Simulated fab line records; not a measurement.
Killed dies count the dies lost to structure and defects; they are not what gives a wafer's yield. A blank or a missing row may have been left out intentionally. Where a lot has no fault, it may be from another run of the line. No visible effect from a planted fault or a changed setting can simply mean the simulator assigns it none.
Chamber matching + flow n5_finfet + N5_BEOL_M12_DEP_53 on pecvd-04: 3 sister chambers
The step deposits SiCN from 3MS/NH3, target thk 30 nm, time 10.5 s. 6 wafers are shown with their chamber, then 8 later ones without.

WAFERS PAIRED WITH THEIR CHAMBERS
| wafer  | chamber | throttle_valve_pct (%) | showerhead_plenum_p_Torr (Torr) |
|--------|---------|------------------------|---------------------------------|
| L176.1 | 1       | 18.2                   | 4.182                           |
| L179.6 | 1       | 18.1                   | 4.180                           |
| L181.1 | 0       | 18.3                   | 4.122                           |
| L181.3 | 2       | 16.0                   | 4.150                           |
| L181.4 | 0       | 18.3                   | 4.140                           |
| L186.2 | 2       | 16.4                   | 4.158                           |

WAFERS WHOSE CHAMBER IS MISSING
| wafer  | throttle_valve_pct (%) | showerhead_plenum_p_Torr (Torr) |
|--------|------------------------|---------------------------------|
| L186.4 | 18.1                   | 4.141                           |
| L186.5 | 16.5                   | 4.145                           |
| L190.2 | 18.2                   | 4.178                           |
| L190.3 | 18.3                   | 4.132                           |
| L190.5 | 17.8                   | 4.182                           |
| L189.1 | 17.9                   | 4.184                           |
| L189.2 | 18.4                   | 4.136                           |
| L189.5 | 18.3                   | 4.137                           |

WHICH CHAMBER EACH WENT THROUGH
| wafer  | from the rows above | in truth |
|--------|---------------------|----------|
| L186.4 | 0                   | 0        |
| L186.5 | 2                   | 2        |
| L190.2 | 1                   | 1        |
| L190.3 | 0                   | 0        |
| L190.5 | 1                   | 1        |
| L189.1 | 1                   | 1        |
| L189.2 | 0                   | 0        |
| L189.5 | 0                   | 0        |
Correct placement for 8 of the 8. Can't be placed from these rows: 0. 0 placed wrongly.
How it was worked out, from the rows above alone: a wafer's distance from a chamber is the root of the sum, over the readings, of the square of ((its reading less the chamber's mean) divided by the reading's scatter). If the next closest chamber is less than 2 further off than the closest, the wafer can't be placed; otherwise it belongs to the closest. The mean given for a chamber averages the wafers shown for that chamber. How the scatter is found: for the shown wafers, subtract from each reading the mean of its chamber, square and add these, divide the total by (wafers less chambers), then take the root.
